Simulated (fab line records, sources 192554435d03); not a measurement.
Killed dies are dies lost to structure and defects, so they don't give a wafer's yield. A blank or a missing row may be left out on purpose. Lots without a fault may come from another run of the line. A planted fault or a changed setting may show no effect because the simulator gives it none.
Problem report in the 8D (eight disciplines) form, filled by code | flow n5_finfet | the parts of the form that need people (team, actions taken, sign-off) are left out

1. THE PROBLEM
spin_speed_rpm at N5_BEOL_M13_COAT_66 reads a mean of 1729.2 rpm on 6 wafers of 2 lots; wafers without a fault read 1500.1 rpm with a standard deviation of 1. That is +99 or more standard deviations from the usual mean.
The step: time 60 s, resist thk 110 nm.
First seen on wafer L139.3, day 13 19:56, on litho_track-01. The record holds 34 wafers of 12 lots with a number at this step. Rule for "out", or "out of limits": more than 4 standard deviations from the usual mean. The other wafers with a number count as sound.

2. WHAT IT IS AND WHAT IT IS NOT
question                    | is                     | is not
which readings at this step | spin_speed_rpm         | chill_plate_temp_C
which lots                  | L139, L142             | L129, L130, L131, L132, L141, L143, L144, L146, L149, L151
which wafers of those lots  | all that have a number | -
read on which tools         | litho_track-01         | litho_track-02, litho_track-04
when                        | from day 13 19:56      | up to then (11 sound wafers); but 17 sound wafers of L141, L143, L144, L146, L149, L151 came after

3. SUSPECTS, AND WHAT RULES EACH OUT
Counting: a tool at a process step up to the reading stays a suspect if it ran every lot that is out and no sound lot after the first of them.
- plasma_asher-01 at N5_BEOL_M13_STRIP_64 (strips in N2/H2): ruled out as a lasting fault. Sound lots L146 ran on it after its first lot that is out, L139 (day 13 19:46).
- litho_track-01 at N5_BEOL_M13_COAT_66 (time 60 s, resist thk 110 nm): kept. It ran every lot that is out, first L139 (day 13 19:56), and no sound lot after that; its last sound lot up to then is L129 (day 11 07:44). Its own readings are out on those wafers: spin_speed_rpm.
Left after counting: litho_track-01 at N5_BEOL_M13_COAT_66.

4. THE CAUSE (what the simulator had put in)
Process parameter drift: litho_track-01, from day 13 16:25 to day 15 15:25, at N5_BEOL_M13_COAT_66. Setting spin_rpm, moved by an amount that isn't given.
Counting left only this tool.

5. THE CHAIN OF EFFECTS, in route order
Each row: a reading whose mean over the struck wafers that have a number lies more than 3 standard deviations from the usual. Only readings for which the record gives a usual standard deviation are gone through. hours: the time from each lot's start at the first step in this table that gives one to its start at this step, as a median over the lots. sigmas: the change in usual standard deviations.
hours | step                | reading        | usual      | on struck wafers | change | sigmas
0     | N5_BEOL_M13_COAT_66 | spin_speed_rpm | 1500.1 rpm | 1729.2           | +229.1 | +99 or more
The process steps in it:
- N5_BEOL_M13_COAT_66: time 60 s, resist thk 110 nm.

6. WHAT WOULD HAVE CAUGHT IT SOONER
In this record the first reading out of limits was taken at day 13 19:56, 4 hours after the fault began at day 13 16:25.
